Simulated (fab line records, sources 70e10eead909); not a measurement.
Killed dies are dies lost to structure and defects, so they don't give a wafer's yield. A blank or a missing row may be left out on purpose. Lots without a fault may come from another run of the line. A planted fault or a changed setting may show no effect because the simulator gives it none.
A struck lot beside a sound one | flow nand_harc | 40 steps out of a route of 1302
Sound: wafers L365.2, L365.4, L365.6. Struck: wafer L372.3. (L372.5, L372.6 of the same lot were not struck and are left out.) The cause comes at the end.
At each step with rows: each side's tool, then ch and its chambers, then its first start. Under that, the readings that differ: sound wafers | struck wafers | difference of the means | sigmas: that difference in standard deviations of wafers without a fault.
alike: readings whose means differ by less than 2 such deviations, and words and numbers that are the same on both sides. not compared: withheld readings, readings that some wafer has no value for, bounds like >300 that may hide the same value, and numbers for which the record gives no deviation and whose values overlap.
The two part at a step that has a row with sigmas, a row that says differs or no value, or rows on one side only. Numbers that don't overlap but have no deviation are shown without sigmas and don't part them. A reading that every wafer of one side lacks parts them only if that side has two wafers or more.

first, 3 steps without rows for these wafers: NHARC_THIN_TSV_DESCUM_14 (chemistry O2, time 3 s); NHARC_THIN_TSV_ETCH_44 (etches the open film in CF4/O2, target depth 1594.2 nm, time 797.1 s); NHARC_THIN_TSV_ETCH_15 (target depth 3000 nm, bosch target overetch cycles 2, bosch etch step 2.8 s).
NHARC_THIN_TSV_CD_MEAS_16:
  sound on cd_sem-03, day 24 13:52; struck on cd_sem-03, day 28 06:10
  alike: cd_nm
then, 2 steps without rows for these wafers: NHARC_THIN_TSV_STRIP_45 (strips in O2); NHARC_THIN_TSV_STRIP_46 (strips in post etch residue remover, time 1200 s).
NHARC_THIN_TSV_DEP_47: deposits SiO2, target thk 200 nm.
  sound on pecvd-01 ch 0,2, day 24 14:44; struck on pecvd-04 ch 1, day 28 07:02
  alike: chamber_pressure_Torr, showerhead_vpp_V, throttle_valve_pct
then, 3 steps without rows for these wafers: NHARC_THIN_TSV_ETCHBACK_48 (etches the open film in C4F8/Ar, target depth 1028.5 nm, time 405.17 s); NHARC_THIN_TSV_STRIP_62 (strips in N2/H2, time 20 s); NHARC_THIN_TSV_DEGAS_49 (time 120 s).
NHARC_THIN_TSV_PRE_CLEAN_50: time 30 s.
  sound on pvd_sputter-02; struck on pvd_sputter-01
  alike: heater_power_w
then, 1 step without rows for these wafers: NHARC_THIN_TSV_PVD_19 (deposits TaN, target thk 20 nm).
NHARC_THIN_TSV_PVD_51: deposits Cu, target thk 100 nm.
  sound on pvd_sputter-02, day 24 16:05; struck on pvd_sputter-01, day 28 08:17
  reading                | sound          | struck | difference | sigmas
  throttle_valve_pct (%) | 30.6 28.2 27.8 | 31.9   | +3.0       | +3
then, 1 step without rows for these wafers: NHARC_THIN_TSV_ECD_20 (material Cu, target thk 2000 nm).
NHARC_THIN_TSV_ANNEAL_52: time 90 s.
  sound on rtp_anneal-02 ch 0, day 24 17:05; struck on rtp_anneal-01 ch 0, day 28 09:17
  alike: wafer_temp_C_max
NHARC_THIN_TSV_CMP_21: polishes, t overpolish 30 s, target thk 2000 nm.
  sound on cmp-04 ch 1,2,3, day 24 17:23; struck on cmp-04 ch 0, day 28 09:37
  reading              | sound                | struck | difference | sigmas
  overpolish_run_s (s) | 30.012 29.993 30.007 | 29.984 | -0.020     | -2
  alike: motor_current_A, slurry_flow_ml_min
then, 13 steps without rows for these wafers: NHARC_THIN_TSV_SRD_23; NHARC_THIN_TSV_DEGAS_53 (time 60 s); NHARC_THIN_TSV_PRE_CLEAN_54 (time 30 s); NHARC_THIN_TSV_PVD_55 (deposits TiN, target thk 50 nm); NHARC_THIN_TSV_PVD_24 (deposits Al, target thk 800 nm); NHARC_THIN_TSV_DEHYDRATE_25 (time 120 s); NHARC_THIN_TSV_HMDS_26 (time 30 s); NHARC_THIN_TSV_COAT_27; NHARC_THIN_TSV_SOFTBAKE_28 (time 95 s); NHARC_THIN_TSV_EBR_29; NHARC_THIN_TSV_EXPOSE_30 (exposes mask PAD); NHARC_THIN_TSV_PEB_31 (peb time 85 s); NHARC_THIN_TSV_DEVELOP_32 (time 70 s).
NHARC_THIN_TSV_CD_MEAS_33: target cd 5000 nm.
  sound on cd_sem-02 ch 0, day 24 19:00; struck on cd_sem-02 ch 0, day 28 11:00
  alike: cd_nm
then, 2 steps without rows for these wafers: NHARC_THIN_TSV_HARDBAKE_34 (time 80 s); NHARC_THIN_TSV_DESCUM_35 (chemistry O2, time 3 s).
NHARC_THIN_TSV_ETCH_59: etches the open film in Cl2/BCl3, target depth 880 nm, time 138.1 s.
  sound on rie_metal-01 ch 0, day 24 19:17; struck on rie_metal-03 ch 0, day 28 11:22
  reading                | sound                | struck | difference | sigmas
  throttle_valve_pct (%) | 22.261 22.254 22.263 | 22.283 | +0.024     | +3
  alike: drypump_motor_current_A, oes_product_au
  not compared: rf_hours_counter_h
then, 3 steps without rows for these wafers: NHARC_THIN_TSV_ETCH_36 (etches the open film in Cl2/BCl3, target depth 65 nm, time 18.571 s); NHARC_THIN_TSV_STRIP_56 (strips in O2); NHARC_THIN_TSV_STRIP_57 (strips in post etch residue remover, time 1200 s).
NHARC_THIN_TSV_CD_MEAS_37:
  sound on cd_sem-01, day 24 20:26; struck on cd_sem-03, day 28 12:26
  alike: cd_nm
then, 1 step without rows for these wafers: NHARC_THIN_TSV_ANNEAL_58 (time 1800 s).
NHARC_END_WLT_00:
  sound on prober-02, day 24 23:17; struck on prober-02, day 28 18:20
  reading               | sound             | struck | difference | sigmas
  VT_DECK2_BOTTOM       | 0.859 0.871 0.863 | 0.886  | +0.022     | +3
  VT_DECK2_MIDDLE_INNER | 0.872 0.878 0.876 | 0.895  | +0.020     | +3
  VT_DECK2_TOP          | 0.892 0.890 0.898 | 0.909  | +0.016     | +2
  VT_DECK2_TOP_INNER    | 0.879 0.889 0.890 | 0.901  | +0.015     | +2
  alike: VT_DECK1_BOTTOM, VT_DECK1_BOTTOM_INNER, VT_DECK1_MEDIAN_NEAR_BOTTOM, VT_DECK1_MEDIAN_NEAR_BOTTOM_INNER, VT_DECK1_MIDDLE, VT_DECK1_MIDDLE_INNER, VT_DECK1_TOP, VT_DECK1_TOP_INNER, VT_DECK2_BOTTOM_INNER, VT_DECK2_MEDIAN_NEAR_BOTTOM, VT_DECK2_MEDIAN_NEAR_BOTTOM_INNER, VT_DECK2_MIDDLE
NHARC_END_SORT_01:
  sound on prober-02 ch 0, day 25 02:35; struck on prober-02 ch 0, day 28 21:59
  reading                  | sound          | struck | difference | sigmas
  defect_limited_yield (%) | 91.4 93.1 92.5 | 86.1   | -6.2       | -2
  killed_at_other          | 0 0 0          | 42     | +42        | +35
  killed_dies              | 58 47 51       | 94     | +42        | +2
  alike: killed_at_array, killed_at_periphery, killed_open, killed_short

WHERE THEY PART
First at NHARC_THIN_TSV_PVD_51; last, within this record, at NHARC_END_SORT_01.

WHY: what the simulator had put in
Chamber particle source: pvd_sputter-01, from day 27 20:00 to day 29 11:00, at NHARC_THIN_TSV_PVD_51. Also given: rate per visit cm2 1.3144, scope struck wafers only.
